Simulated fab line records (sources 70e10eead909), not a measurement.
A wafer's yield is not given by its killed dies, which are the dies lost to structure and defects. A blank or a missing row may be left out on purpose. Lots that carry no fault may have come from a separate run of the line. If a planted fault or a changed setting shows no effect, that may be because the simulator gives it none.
Comparing a struck lot with a sound one ; flow nand_harc ; 14 steps out of a route of 1159
Sound: the wafers L258.1, L258.3, L258.5. Struck: wafer L248.2 (left out: L248.1, L248.5 of the same lot, which were not struck); the cause appears at the end.
For every step that has rows: the tool of each side, followed by ch and its chambers, followed by its first start. Under that, the readings that differ: sound wafers ; struck wafers ; difference of the means ; sigmas: that difference in standard deviations of wafers without a fault.
alike: a reading whose means differ by less than 2 such deviations, as well as words and numbers matching on both sides. not compared: withheld readings; readings where some wafer has no value; bounds like >300 that might hide an equal value; numbers whose values overlap and for which the record gives no deviation.
Wherever a step has rows on one side only, a row that says differs or no value, or a row with sigmas, the two part there. Numbers that have no deviation but don't overlap get no sigmas and don't part them. A reading missing from all wafers of one side parts the sides only when that side holds two or more wafers.

NHARC_A_ZERO_WELL_INSPECT_17:
  sound on defect_inspect-02 at day 10 21:37; struck on defect_inspect-01 at day 8 06:23
  alike: raw_defect_count
then, 3 steps without rows for these wafers: NHARC_A_SOURCE_PLATE_PRECLEAN_00 (cleans in HF-LAST, time 60 s); NHARC_A_SOURCE_PLATE_SRD_01; NHARC_A_SOURCE_PLATE_OXIDE_02 (material SiO2, target thk 10 nm, ox time 1362 s).
NHARC_A_SOURCE_PLATE_THK_MEAS_09: measures by ellipsometry.
  sound on film_metro-01 at day 11 03:58; struck on film_metro-01 at day 8 12:50
  alike: thk_nm
then, 3 steps without rows for these wafers: NHARC_A_SOURCE_PLATE_PVD_04 (deposits WSi2, target thk 50 nm); NHARC_A_SOURCE_PLATE_CVD_03 (deposits poly-Si, target thk 200 nm, time 4000 s); NHARC_A_SOURCE_PLATE_ANNEAL_05 (time 1800 s).
NHARC_A_SOURCE_PLATE_THK_MEAS_06: measures by ellipsometry.
  sound on film_metro-02 at day 11 17:04; struck on film_metro-01 at day 9 02:01
  alike: thk_nm
NHARC_A_SOURCE_PLATE_INSPECT_08:
  sound on defect_inspect-02 at day 11 17:10; struck on defect_inspect-02 at day 9 02:04
  alike: raw_defect_count
NHARC_A_ONON_D1_DEP_00: target thk 1000 nm.
  sound on pecvd_onon-02 ch 0, day 11 17:14; struck on pecvd_onon-04 ch 0, day 9 02:08
NHARC_A_ONON_D1_THK_MEAS_02: measures by ellipsometry.
  sound on film_metro-02 at day 11 17:44; struck on film_metro-02 at day 9 02:40
reading;sound;struck;difference;sigmas
thk_nm (nm);995 997 995;1574;+578;+60
following that, 1 step holds no rows for these wafers, namely NHARC_A_ONON_D1_DEP_03 (target thickness 1000 nm).
-- break in the record here, with 12 days between the starts of the struck wafers on either side (left off in module A_ONON_D1, picked up again in module END, where the first step shown is number 1159 on the route) --
NHARC_END_SORT_01:
  only the struck wafers appear in the record here, on prober-01 ch 0 at day 21 04:20; the sound ones have no rows

== WHERE THEY PART ==
First at NHARC_A_ONON_D1_THK_MEAS_02; last, within this record, at NHARC_END_SORT_01.

WHY: what had been put in by the simulator
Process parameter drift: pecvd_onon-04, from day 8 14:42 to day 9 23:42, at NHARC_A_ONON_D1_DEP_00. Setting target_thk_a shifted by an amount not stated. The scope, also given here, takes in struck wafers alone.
